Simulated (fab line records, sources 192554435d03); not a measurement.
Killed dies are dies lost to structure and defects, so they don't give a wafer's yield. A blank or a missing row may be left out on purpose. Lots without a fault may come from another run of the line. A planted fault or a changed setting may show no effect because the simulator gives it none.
Which tool did it? | flow n5_finfet | 10 lots, 29 wafers sampled, at 5 steps of a route of 1938

WHAT THE GAUGES READ, wafer by wafer
The record holds no reading of a measuring or inspecting step that can be judged against a usual standard deviation.

WHICH TOOL RAN EACH LOT (tool, then ch and the chambers of the sampled wafers, then the start)
lot  | N5_BEOL_M7_STRIP_80                | N5_MIM_BOT_ETCH_ETCH_04            | N5_MIM_BOT_ETCH_ETCH_00           | N5_PASSIVATION_DESCUM_12           | N5_PASSIVATION_PROBE_49
L974 | rie_diel-05 ch 2,3, day 9 08:32    | rie_diel-02 ch 1,2,3, day 12 05:53 | rie_metal-01 ch 0,1, day 12 06:04 | rie_diel-06 ch 1,3, day 12 08:03   | -
L973 | rie_diel-06 ch 0,2, day 9 16:28    | rie_diel-01 ch 1,3, day 12 16:30   | rie_metal-03 ch 0,1, day 12 16:41 | rie_diel-03 ch 0,2, day 12 19:26   | -
L978 | rie_diel-06 ch 0,1, day 10 23:17   | rie_diel-01 ch 2,3, day 13 22:52   | rie_metal-01 ch 0,1, day 13 23:03 | rie_diel-03 ch 0,3, day 14 00:56   | -
L977 | rie_diel-03 ch 0,1,2, day 11 03:47 | rie_diel-04 ch 1,2,3, day 13 22:54 | rie_metal-02 ch 0,1, day 13 23:05 | rie_diel-06 ch 0,2,3, day 14 00:32 | -
L979 | rie_diel-05 ch 0,1,2, day 11 05:46 | rie_diel-01 ch 0,1, day 14 05:38   | rie_metal-02 ch 0,1, day 14 05:49 | rie_diel-05 ch 0,1,3, day 14 07:13 | -
L984 | rie_diel-06 ch 0,1,3, day 11 17:35 | rie_diel-02 ch 0,1,2, day 14 15:02 | rie_metal-02 ch 0,1, day 14 15:13 | rie_diel-06 ch 1,3, day 14 18:42   | prober-01, day 15 01:28
L985 | rie_diel-06 ch 0,3, day 12 11:43   | rie_diel-02 ch 1,2, day 15 07:35   | rie_metal-03 ch 0,1, day 15 07:48 | rie_diel-05 ch 1,3, day 15 10:46   | prober-02, day 15 17:38
L986 | rie_diel-06 ch 1,2, day 12 13:21   | rie_diel-02 ch 0,1,3, day 15 20:04 | rie_metal-01 ch 1, day 15 20:14   | rie_diel-06 ch 0,1, day 16 00:25   | prober-01, day 16 08:00
L988 | rie_diel-03 ch 0,2,3, day 13 04:52 | rie_diel-04 ch 0,2,3, day 15 21:56 | rie_metal-02 ch 0,1, day 15 22:07 | rie_diel-05 ch 1,2,3, day 15 23:59 | prober-02, day 16 07:07
L990 | rie_diel-03 ch 1,2,3, day 13 12:06 | rie_diel-01 ch 0,1,3, day 16 09:59 | rie_metal-02 ch 0,1, day 16 10:10 | rie_diel-03 ch 1,3, day 16 11:50   | -
- N5_BEOL_M7_STRIP_80: strips in N2/H2, time 10 s.
- N5_MIM_BOT_ETCH_ETCH_04: etches SiNx in CF4/O2, target depth 26 nm, time 13 s.
- N5_MIM_BOT_ETCH_ETCH_00: etches TiN in Cl2/BCl3, target depth 45.5 nm.
- N5_PASSIVATION_DESCUM_12: chemistry O2, time 7.9 s.
- N5_PASSIVATION_PROBE_49

WHAT THE TOOLS THEMSELVES READ (means of the sampled wafers that have a number; where no wafer has one, the mark that the record gives instead)
N5_BEOL_M7_STRIP_80. Usual: drypump_motor_current_A 5.41 A, standard deviation 0.29; oes_product_au 0.80 a.u., standard deviation 0.11; rf_vpp_V 59.2 V, standard deviation 0.93; showerhead_plenum_p_Torr 2.56 Torr, standard deviation 0.065; throttle_valve_pct 23.6 %, standard deviation 0.35.
lot  | tool        | drypump_motor_current_A (A) | oes_product_au (a.u.) | rf_vpp_V (V) | showerhead_plenum_p_Torr (Torr) | throttle_valve_pct (%) | flag
L974 | rie_diel-05 | 5.57                        | 0.86                  | 59.8         | 2.57                            | 23.8                   |
L973 | rie_diel-06 | 5.36                        | 0.73                  | 60.0         | 2.62                            | 24.0                   |
L978 | rie_diel-06 | 5.20                        | 0.79                  | 60.1         | 2.64                            | 23.6                   |
L977 | rie_diel-03 | 5.48                        | 0.71                  | 59.7         | 2.55                            | 23.5                   |
L979 | rie_diel-05 | 5.39                        | 0.92                  | 59.5         | 2.56                            | 23.5                   |
L984 | rie_diel-06 | 5.30                        | 0.79                  | 59.6         | 2.60                            | 23.7                   |
L985 | rie_diel-06 | 5.21                        | 0.70                  | 58.5         | 2.59                            | 23.9                   |
L986 | rie_diel-06 | 5.60                        | 0.85                  | 60.0         | 2.57                            | 23.7                   |
L988 | rie_diel-03 | 5.46                        | 0.85                  | 58.9         | 2.53                            | 23.5                   |
L990 | rie_diel-03 | 5.23                        | 0.88                  | 60.2         | 2.59                            | 23.6                   |

N5_MIM_BOT_ETCH_ETCH_04. Usual: cf4_flow_sccm 100.0 sccm, standard deviation 0.31; drypump_motor_current_A 5.8 A, standard deviation 0.56; oes_product_au 0.76 a.u., standard deviation 0.078; rf_vpp_V 240 V, standard deviation 4.4; showerhead_plenum_p_Torr 2.19 Torr, standard deviation 0.061; throttle_valve_pct 16.10 %, standard deviation 0.24.
lot  | tool        | cf4_flow_sccm (sccm) | drypump_motor_current_A (A) | oes_product_au (a.u.) | rf_vpp_V (V) | showerhead_plenum_p_Torr (Torr) | throttle_valve_pct (%) | flag
L974 | rie_diel-02 | 100.0                | 5.8                         | 0.72                  | 240          | 2.21                            | 16.29                  |
L973 | rie_diel-01 | 99.7                 | 5.7                         | 0.77                  | 239          | 2.23                            | 15.82                  |
L978 | rie_diel-01 | 99.9                 | 5.9                         | 0.75                  | 241          | 2.19                            | 15.74                  |
L977 | rie_diel-04 | 99.7                 | 5.8                         | 0.83                  | 241          | 2.13                            | 16.03                  |
L979 | rie_diel-01 | 100.0                | 5.4                         | 0.78                  | 237          | 2.23                            | 15.96                  |
L984 | rie_diel-02 | 99.8                 | 6.0                         | 0.75                  | 241          | 2.23                            | 16.11                  |
L985 | rie_diel-02 | 100.2                | 6.2                         | 0.70                  | 243          | 2.21                            | 16.23                  |
L986 | rie_diel-02 | 100.2                | 5.7                         | 0.74                  | 238          | 2.20                            | 16.30                  |
L988 | rie_diel-04 | 100.1                | 6.1                         | 0.82                  | 241          | 2.18                            | 16.05                  |
L990 | rie_diel-01 | 99.7                 | 5.7                         | 0.75                  | 236          | 2.21                            | 15.89                  |

N5_MIM_BOT_ETCH_ETCH_00. Usual: drypump_motor_current_A 5.7 A, standard deviation 0.35; oes_product_au 0.82 a.u., standard deviation 0.099; throttle_valve_pct 21.97 %, standard deviation 0.24.
lot  | tool         | drypump_motor_current_A (A) | oes_product_au (a.u.) | throttle_valve_pct (%) | flag
L974 | rie_metal-01 | 5.8                         | 0.88                  | 22.07                  |
L973 | rie_metal-03 | 5.8                         | 0.84                  | 21.95                  |
L978 | rie_metal-01 | 5.8                         | 0.86                  | 22.09                  |
L977 | rie_metal-02 | 5.2                         | 0.75                  | 21.83                  |
L979 | rie_metal-02 | 5.2                         | 0.74                  | 21.84                  |
L984 | rie_metal-02 | 5.4                         | 0.84                  | 21.85                  |
L985 | rie_metal-03 | 5.8                         | 0.79                  | 22.03                  |
L986 | rie_metal-01 | 5.7                         | 0.84                  | 22.28                  |
L988 | rie_metal-02 | 5.2                         | 0.74                  | 21.84                  |
L990 | rie_metal-02 | 5.4                         | 0.81                  | 21.87                  |

N5_PASSIVATION_DESCUM_12. Usual: drypump_motor_current_A 5.40 A, standard deviation 0.27; oes_product_au 0.80 a.u., standard deviation 0.092; rf_vpp_V 243.2 V, standard deviation 1.1; showerhead_plenum_p_Torr 2.10 Torr, standard deviation 0.045; throttle_valve_pct 20.37 %, standard deviation 0.24.
lot  | tool        | drypump_motor_current_A (A) | oes_product_au (a.u.) | rf_vpp_V (V) | showerhead_plenum_p_Torr (Torr) | throttle_valve_pct (%) | flag
L974 | rie_diel-06 | 5.36                        | 0.76                  | 242.8        | 2.09                            | 20.49                  |
L973 | rie_diel-03 | 5.69                        | 0.77                  | 243.3        | 2.07                            | 20.22                  |
L978 | rie_diel-03 | 5.41                        | 0.83                  | 243.5        | 2.10                            | 20.22                  |
L977 | rie_diel-06 | 5.44                        | 0.71                  | 243.3        | 2.11                            | 20.66                  |
L979 | rie_diel-05 | 5.26                        | 0.83                  | 242.9        | 2.07                            | 20.30                  |
L984 | rie_diel-06 | 5.42                        | 0.82                  | 243.2        | 2.10                            | 20.32                  |
L985 | rie_diel-05 | 5.40                        | 0.77                  | 242.6        | 2.04                            | 20.32                  |
L986 | rie_diel-06 | 5.33                        | 0.81                  | 243.6        | 2.13                            | 20.25                  |
L988 | rie_diel-05 | 5.48                        | 0.80                  | 243.3        | 2.07                            | 20.28                  |
L990 | rie_diel-03 | 5.24                        | 0.79                  | 244.3        | 2.17                            | 20.42                  |

N5_PASSIVATION_PROBE_49. Usual: defect_limited_yield 91.3 %, standard deviation 1.4; killed_at_M0_to_M3 36, standard deviation 11; killed_at_M4_up 13, standard deviation 5.2; killed_at_contacts 13, standard deviation 6.5; killed_at_front_end 37, standard deviation 11; killed_at_other 3.6, standard deviation 2.9; killed_dies 103, standard deviation 17; killed_on_rim 13, standard deviation 3.6; killed_open 68, standard deviation 12; killed_short 33, standard deviation 7.3; sort_bin_5_function 5.2 %, standard deviation 0.91; sort_bin_6_memory 3.2 %, standard deviation 0.67; sort_bin_8_speed 0.00 %, standard deviation 0.0099; sort_n_pass 1077, standard deviation 17; sort_yield_pct 91.3 %, standard deviation 1.4.
lot  | tool      | defect_limited_yield (%) | killed_at_M0_to_M3 | killed_at_M4_up | killed_at_contacts | killed_at_front_end | killed_at_other | killed_dies | killed_on_rim | killed_open | killed_short | sort_bin_5_function (%) | sort_bin_6_memory (%) | sort_bin_8_speed (%) | sort_n_pass | sort_yield_pct (%) | flag
L984 | prober-01 | 91.4                     | 36                 | 13              | 14                 | 33                  | 5.7             | 102         | 11            | 65          | 37           | 4.9                     | 3.3                   | 0.00                 | 1078        | 91.4               |
L985 | prober-02 | 80.4                     | 34                 | 138             | 8                  | 48                  | 2.5             | 232         | 27            | 60          | 40           | 11.8                    | 4.1                   | 0.00                 | 948         | 80.4               | OFF
L986 | prober-01 | 81.4                     | 36                 | 139             | 6                  | 36                  | 3.0             | 220         | 28            | 56          | 33           | 11.6                    | 3.4                   | 0.00                 | 960         | 81.4               | OFF
L988 | prober-02 | 90.9                     | 34                 | 12              | 14                 | 42                  | 5.0             | 107         | 15            | 69          | 38           | 5.3                     | 3.6                   | 0.00                 | 1073        | 90.9               |

THE ANSWER, worked out from the rows above alone
Rule: a lot is off if the mean of its wafers that have a number lies more than 3 standard deviations from the usual mean. A lot without any number at a reading at which 4 lots or more have one is off too. The other lots that the step has rows for count as sound. The gauges are gone through in route order, then the tools' own readings, and for those a lot's mean is taken as printed above. The first step at which some lot is off is used, and at that step the reading that is off furthest; a lot without a number counts as furthest.
Off: L985, L986, at N5_PASSIVATION_PROBE_49 (killed_at_M4_up). Neither off nor sound, because the step has no rows for them: L974, L973, L978, L977, L979, L990.
A tool fits if, at that step or a process step before it, it ran every lot that is off, and no sound lot after the first of them. Can't be told from this: 2 tools fit, rie_diel-06 at N5_BEOL_M7_STRIP_80, rie_diel-02 at N5_MIM_BOT_ETCH_ETCH_04.

WHAT THE SIMULATOR HAD PUT IN
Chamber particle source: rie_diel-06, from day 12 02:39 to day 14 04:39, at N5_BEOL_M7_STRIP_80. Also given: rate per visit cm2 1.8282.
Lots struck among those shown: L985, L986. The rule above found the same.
